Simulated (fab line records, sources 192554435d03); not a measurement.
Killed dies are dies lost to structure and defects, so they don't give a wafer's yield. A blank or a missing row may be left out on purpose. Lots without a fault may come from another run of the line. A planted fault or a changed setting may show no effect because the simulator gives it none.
Chamber matching | flow n5_finfet | N5_GATE_CUT_DESCUM_18 on rie_diel-06: 4 sister chambers
The step chemistry O2, time 7 s. 20 wafers are shown with their chamber, then 10 later ones without.

WAFERS WITH THEIR CHAMBER
wafer  | chamber | drypump_motor_current_A (A) | showerhead_plenum_p_Torr (Torr) | rf_vpp_V (V)
L076.2 | 2       | 4.7                         | 1.96                            | 242.1
L076.5 | 2       | 4.6                         | 1.96                            | 242.1
L076.6 | 3       | 4.8                         | 2.17                            | 244.1
L077.2 | 1       | 5.8                         | 2.08                            | 243.1
L077.4 | 2       | 4.7                         | 1.96                            | 240.2
L077.6 | 1       | 5.8                         | 2.08                            | 241.6
L080.2 | 3       | 4.8                         | 2.17                            | 244.6
L080.4 | 0       | 4.8                         | 2.00                            | 242.5
L080.6 | 2       | 4.7                         | 1.95                            | 240.1
L081.1 | 0       | 4.8                         | 2.00                            | 241.0
L081.4 | 2       | 4.6                         | 1.95                            | 241.4
L081.6 | 3       | 4.8                         | 2.17                            | 244.8
L082.2 | 3       | 4.8                         | 2.17                            | 244.0
L082.5 | 1       | 5.8                         | 2.08                            | 244.2
L082.6 | 0       | 4.8                         | 1.99                            | 241.5
L084.2 | 1       | 5.8                         | 2.08                            | 241.4
L084.4 | 2       | 4.7                         | 1.95                            | 242.2
L084.6 | 1       | 5.8                         | 2.08                            | 243.5
L086.2 | 2       | 4.7                         | 1.95                            | 241.3
L086.3 | 3       | 4.8                         | 2.17                            | 244.0

SIGNATURES (means of the wafers above)
reading                  | chamber 0 | chamber 1 | chamber 2 | chamber 3 | scatter within a chamber
drypump_motor_current_A  | 4.800     | 5.800     | 4.671     | 4.800     | 0.0299
showerhead_plenum_p_Torr | 1.9967    | 2.0800    | 1.9543    | 2.1700    | 0.00386
rf_vpp_V                 | 241.667   | 242.760   | 241.343   | 244.300   | 0.88
Rule: a wafer's distance from a chamber is the root of the sum, over the readings, of the square of ((its reading less the chamber's mean) divided by the reading's scatter). The wafer belongs to the nearest chamber; if the next one is less than 2 further off, it can't be placed. The scatter: the root of (the sum of the squares of (reading less its chamber's mean) over the shown wafers, divided by (wafers less chambers)).

WAFERS WITHOUT THEIR CHAMBER
wafer  | drypump_motor_current_A (A) | showerhead_plenum_p_Torr (Torr) | rf_vpp_V (V)
L086.6 | 4.8                         | 2.17                            | 245.2
L091.2 | 5.8                         | 2.07                            | 242.8
L091.3 | 4.8                         | 2.16                            | 244.4
L091.6 | 4.8                         | 2.16                            | 243.5
L094.1 | 4.8                         | 1.99                            | 241.5
L094.5 | 4.8                         | 1.99                            | 240.8
L094.6 | 4.8                         | 2.16                            | 243.6
L097.2 | 4.6                         | 2.21                            | 245.0
L097.4 | 4.8                         | 2.16                            | 244.9
L097.5 | 4.8                         | 1.98                            | 242.2

WHICH CHAMBER EACH WENT THROUGH
wafer  | from the rows above | in truth
L086.6 | 3                   | 3
L091.2 | 1                   | 1
L091.3 | 3                   | 3
L091.6 | 3                   | 3
L094.1 | 0                   | 0
L094.5 | 0                   | 0
L094.6 | 3                   | 3
L097.2 | 3                   | 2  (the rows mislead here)
L097.4 | 3                   | 3
L097.5 | 0                   | 0
Placed correctly: 9 of 10. Can't be placed from these rows: 0. Placed wrongly: 1.
